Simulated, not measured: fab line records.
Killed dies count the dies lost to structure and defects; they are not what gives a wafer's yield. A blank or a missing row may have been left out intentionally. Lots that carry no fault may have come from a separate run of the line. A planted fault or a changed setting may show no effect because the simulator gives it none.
Split-lot experiment	flow n5_finfet	21 wafers read from 7 lots, route of 1938 steps

== SPLIT DETAILS ==
At N5_BEOL_M6_ILD_DEP_00 (deposits SiCOH lowk from DEMS/porogen, target thk 179.75 nm, time 33.4 s), the setting time_s was moved away from the recipe's 33.4 s on 9 of the 21 wafers read, by -11.4% to +12.5%. For the rest of the wafers, this setting stayed at what the recipe calls for.

== FROM THE SPLIT TO THE READING: what the file shows between them, 1 step ==
- N5_BEOL_M6_CURE_74: cures SiCOH lowk, time 240 s

== THE READING ==
At N5_BEOL_M6_THK_MEAS_01: M6_ILD_THK, given in nm. A value of 155.3 nm with a standard deviation of 1.9 nm is what fault-free wafers of this fab line usually give.

wafer	tool, chamber at the split	time_s as run, s	against the recipe	M6_ILD_THK, nm	against lot-mates on the recipe
L074.1	pecvd-01, 1	37.57	+12.5%	175.2	no lot-mate on the recipe
L074.3	pecvd-01, 0	37.57	+12.5%	172.3	no lot-mate on the recipe
L074.6	pecvd-01, 1	37.57	+12.5%	177.0	no lot-mate on the recipe
L078.1	pecvd-01, 1	29.88	-10.5%	140.0	-18.3
L078.2	pecvd-01, 2	29.88	-10.5%	140.9	-17.4
L078.5	pecvd-01, 2	33.4	recipe	158.3	-
L081.1	pecvd-03, 2	33.4	recipe	153.7	-
L081.2	pecvd-03, 0	33.4	recipe	154.4	-
L081.5	pecvd-03, 0	33.4	recipe	156.3	-
L090.1	pecvd-03, 1	33.4	recipe	153.1	-
L090.2	pecvd-03, 0	33.4	recipe	155.4	-
L090.3	pecvd-03, 2	33.4	recipe	153.4	-
L088.1	pecvd-02, 2	33.4	recipe	153.0	-
L088.3	pecvd-02, 1	33.4	recipe	150.5	-
L088.6	pecvd-02, 2	29.59	-11.4%	137.2	-14.6
L097.1	pecvd-02, 1,2	37.51	+12.3%	173.3	+15.7
L097.5	pecvd-02, 0	33.4	recipe	157.6	-
L097.6	pecvd-02, 1,2	37.51	+12.3%	173.2	+15.6
L096.1	pecvd-01, 0	33.4	recipe	152.2	-
L096.2	pecvd-01, 2	29.84	-10.7%	135.9	-16.5
L096.4	pecvd-01, 0	33.4	recipe	152.6	-
Rows listing several chambers each stand for several wafers; the file does not say which wafer went through which chamber.

THE FIT
A straight line over all 21 wafers: M6_ILD_THK changes by +1.55 nm for each +1% of time_s; r = +0.99; the points scatter about the line by 2.2 nm.
The same after taking each lot's own level away (the mean of its wafers on the recipe; 18 wafers): +1.42 nm for each +1%; r = +0.99; scatter 1.4 nm.
The reading moves by 18 nm for the largest change in time_s, on that fit.
The span of the lots' own levels, 151.75 to 158.30 nm, comes to 3.4 times the standard deviation stated above.
Hence the lot-to-lot level has little effect on the slope; both slopes agree.
Check: +17.5 nm against its lot-mates is what the line predicts for one of the wafers moved furthest among these (+12.3%) when that wafer is left out of the fit. It came out at +15.7 nm against them.

== THESE WAFERS: OTHER SPLITS ==
These wafers also went through other splits before the reading. Each is held against what the fit with the lots' levels taken away leaves over:
other split on the same wafers	wafers away from the commonest value	r with M6_ILD_THK (lot level and that fit taken away)
N5_BEOL_M4_SPUTTER_79 time_s	8	+0.30
N5_BEOL_M5_COAT_74 spin_rpm	4	-0.15
N5_BEOL_M5_EXPOSE_25 dose_mj	8	-0.22

== THE WHOLE CHAIN: every reading that the file lists as answering this split, in the file's order ==
step	what it does	reading	change (the file's fit)	r (the file's)
N5_BEOL_M6_ILD_DEP_00	deposits SiCOH lowk from DEMS/porogen, target thk 179.75 nm, time 33.4 s	SiCOH_lowk_of_BEOL_M6_ILD_DEP_00.thk_nm (the simulator's own value, which no gauge read)	+1.65 nm for each +1% of the setting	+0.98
N5_BEOL_M6_CURE_74	cures SiCOH lowk, time 240 s	SiCOH_lowk_of_BEOL_M6_ILD_DEP_00.thk_nm (the simulator's own value, which no gauge read)	+1.43 nm for each +1% of the setting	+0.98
N5_BEOL_M6_THK_MEAS_01		M6_ILD_THK	+1.43 for each +1% of the setting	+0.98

== FILE'S OWN FIT ==
M6_ILD_THK changes by +1.43 nm for each +1% of time_s, r = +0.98.
